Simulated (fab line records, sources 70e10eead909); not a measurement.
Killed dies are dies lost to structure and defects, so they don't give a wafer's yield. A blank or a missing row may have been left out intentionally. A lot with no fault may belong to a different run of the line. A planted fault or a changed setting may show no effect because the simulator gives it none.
Chamber matching :: flow nand_harc :: NHARC_HYBRID_BOND_ACTIVATE_00 on rie_diel-11 has 4 sister chambers
The step chemistry N2, time 60 s. 22 wafers are shown with their chamber, then 11 later ones without.

== WAFERS WITH THEIR CHAMBER ==
wafer: L231.3
chamber: 2
showerhead_plenum_p_Torr (Torr): 1.79
drypump_motor_current_A (A): 6.4
rf_vpp_V (V): 64.2

wafer: L231.4
chamber: 1
showerhead_plenum_p_Torr (Torr): 1.65
drypump_motor_current_A (A): 5.8
rf_vpp_V (V): 62.7

wafer: L231.6
chamber: 2
showerhead_plenum_p_Torr (Torr): 1.79
drypump_motor_current_A (A): 6.4
rf_vpp_V (V): 65.0

wafer: L234.1
chamber: 1
showerhead_plenum_p_Torr (Torr): 1.65
drypump_motor_current_A (A): 5.8
rf_vpp_V (V): 64.5

wafer: L234.3
chamber: 0
showerhead_plenum_p_Torr (Torr): 1.69
drypump_motor_current_A (A): 6.6
rf_vpp_V (V): 64.8

wafer: L234.6
chamber: 1
showerhead_plenum_p_Torr (Torr): 1.65
drypump_motor_current_A (A): 5.8
rf_vpp_V (V): 64.4

wafer: L236.1
chamber: 0
showerhead_plenum_p_Torr (Torr): 1.69
drypump_motor_current_A (A): 6.6
rf_vpp_V (V): 64.3

wafer: L236.2
chamber: 2
showerhead_plenum_p_Torr (Torr): 1.79
drypump_motor_current_A (A): 6.4
rf_vpp_V (V): 63.6

wafer: L236.4
chamber: 1
showerhead_plenum_p_Torr (Torr): 1.64
drypump_motor_current_A (A): 5.8
rf_vpp_V (V): 62.9

wafer: L237.2
chamber: 0
showerhead_plenum_p_Torr (Torr): 1.69
drypump_motor_current_A (A): 6.6
rf_vpp_V (V): 63.8

wafer: L237.3
chamber: 2
showerhead_plenum_p_Torr (Torr): 1.79
drypump_motor_current_A (A): 6.4
rf_vpp_V (V): 62.9

wafer: L237.6
chamber: 1
showerhead_plenum_p_Torr (Torr): 1.64
drypump_motor_current_A (A): 5.8
rf_vpp_V (V): 62.7

wafer: L239.3
chamber: 1
showerhead_plenum_p_Torr (Torr): 1.64
drypump_motor_current_A (A): 5.8
rf_vpp_V (V): 63.7

wafer: L239.4
chamber: 0
showerhead_plenum_p_Torr (Torr): 1.69
drypump_motor_current_A (A): 6.6
rf_vpp_V (V): 62.8

wafer: L239.6
chamber: 0
showerhead_plenum_p_Torr (Torr): 1.69
drypump_motor_current_A (A): 6.6
rf_vpp_V (V): 63.6

wafer: L240.2
chamber: 1
showerhead_plenum_p_Torr (Torr): 1.64
drypump_motor_current_A (A): 5.8
rf_vpp_V (V): 64.4

wafer: L240.3
chamber: 0
showerhead_plenum_p_Torr (Torr): 1.69
drypump_motor_current_A (A): 6.6
rf_vpp_V (V): 62.2

wafer: L240.5
chamber: 0
showerhead_plenum_p_Torr (Torr): 1.69
drypump_motor_current_A (A): 6.6
rf_vpp_V (V): 63.5

wafer: L243.1
chamber: 3
showerhead_plenum_p_Torr (Torr): 1.88
drypump_motor_current_A (A): 5.6
rf_vpp_V (V): 66.3

wafer: L243.4
chamber: 2
showerhead_plenum_p_Torr (Torr): 1.79
drypump_motor_current_A (A): 6.4
rf_vpp_V (V): 64.5

wafer: L243.5
chamber: 2
showerhead_plenum_p_Torr (Torr): 1.79
drypump_motor_current_A (A): 6.4
rf_vpp_V (V): 63.3

wafer: L244.2
chamber: 3
showerhead_plenum_p_Torr (Torr): 1.88
drypump_motor_current_A (A): 5.7
rf_vpp_V (V): 64.9

SIGNATURES (averages over the wafers above)
reading: showerhead_plenum_p_Torr
chamber 0: 1.6900
chamber 1: 1.6443
chamber 2: 1.7900
chamber 3: 1.8800
scatter within a chamber: 0.00309

reading: drypump_motor_current_A
chamber 0: 6.600
chamber 1: 5.800
chamber 2: 6.400
chamber 3: 5.650
scatter within a chamber: 0.0167

reading: rf_vpp_V
chamber 0: 63.571
chamber 1: 63.614
chamber 2: 63.917
chamber 3: 65.600
scatter within a chamber: 0.846
Rule: a wafer lies at a distance from a chamber equal to the root of the sum of squares, over the readings, of (its reading less the chamber's mean, divided by the reading's scatter). If the next closest chamber is less than 2 further off than the closest, the wafer can't be placed; otherwise it belongs to the closest. How the scatter is found: for the shown wafers, subtract from each reading the mean of its chamber, square and add these, divide the total by (wafers less chambers), then take the root.

== WAFERS WHOSE CHAMBER IS MISSING ==
wafer: L244.3
showerhead_plenum_p_Torr (Torr): 1.69
drypump_motor_current_A (A): 6.6
rf_vpp_V (V): 64.4

wafer: L244.6
showerhead_plenum_p_Torr (Torr): 1.79
drypump_motor_current_A (A): 6.4
rf_vpp_V (V): 64.2

wafer: L245.4
showerhead_plenum_p_Torr (Torr): 1.88
drypump_motor_current_A (A): 5.6
rf_vpp_V (V): 64.7

wafer: L245.5
showerhead_plenum_p_Torr (Torr): 1.69
drypump_motor_current_A (A): 6.6
rf_vpp_V (V): 65.4

wafer: L245.6
showerhead_plenum_p_Torr (Torr): 1.64
drypump_motor_current_A (A): 5.8
rf_vpp_V (V): 63.8

wafer: L251.1
showerhead_plenum_p_Torr (Torr): 1.64
drypump_motor_current_A (A): 5.8
rf_vpp_V (V): 62.7

wafer: L251.2
showerhead_plenum_p_Torr (Torr): 1.69
drypump_motor_current_A (A): 6.6
rf_vpp_V (V): 63.5

wafer: L251.4
showerhead_plenum_p_Torr (Torr): 1.88
drypump_motor_current_A (A): 5.7
rf_vpp_V (V): 64.8

wafer: L253.3
showerhead_plenum_p_Torr (Torr): 1.69
drypump_motor_current_A (A): 6.6
rf_vpp_V (V): 64.5

wafer: L253.4
showerhead_plenum_p_Torr (Torr): 1.64
drypump_motor_current_A (A): 5.8
rf_vpp_V (V): 63.0

wafer: L253.5
showerhead_plenum_p_Torr (Torr): 1.64
drypump_motor_current_A (A): 5.8
rf_vpp_V (V): 64.7

== THE CHAMBER EACH PASSED THROUGH ==
wafer: L244.3
from the rows above: 0
in truth: 0

wafer: L244.6
from the rows above: 2
in truth: 2

wafer: L245.4
from the rows above: 3
in truth: 3

wafer: L245.5
from the rows above: 0
in truth: 0

wafer: L245.6
from the rows above: 1
in truth: 1

wafer: L251.1
from the rows above: 1
in truth: 1

wafer: L251.2
from the rows above: 0
in truth: 0

wafer: L251.4
from the rows above: 3
in truth: 3

wafer: L253.3
from the rows above: 0
in truth: 0

wafer: L253.4
from the rows above: 1
in truth: 1

wafer: L253.5
from the rows above: 1
in truth: 1
11 of 11 placed correctly. Left unplaced by these rows: 0. Number placed wrongly: 0.
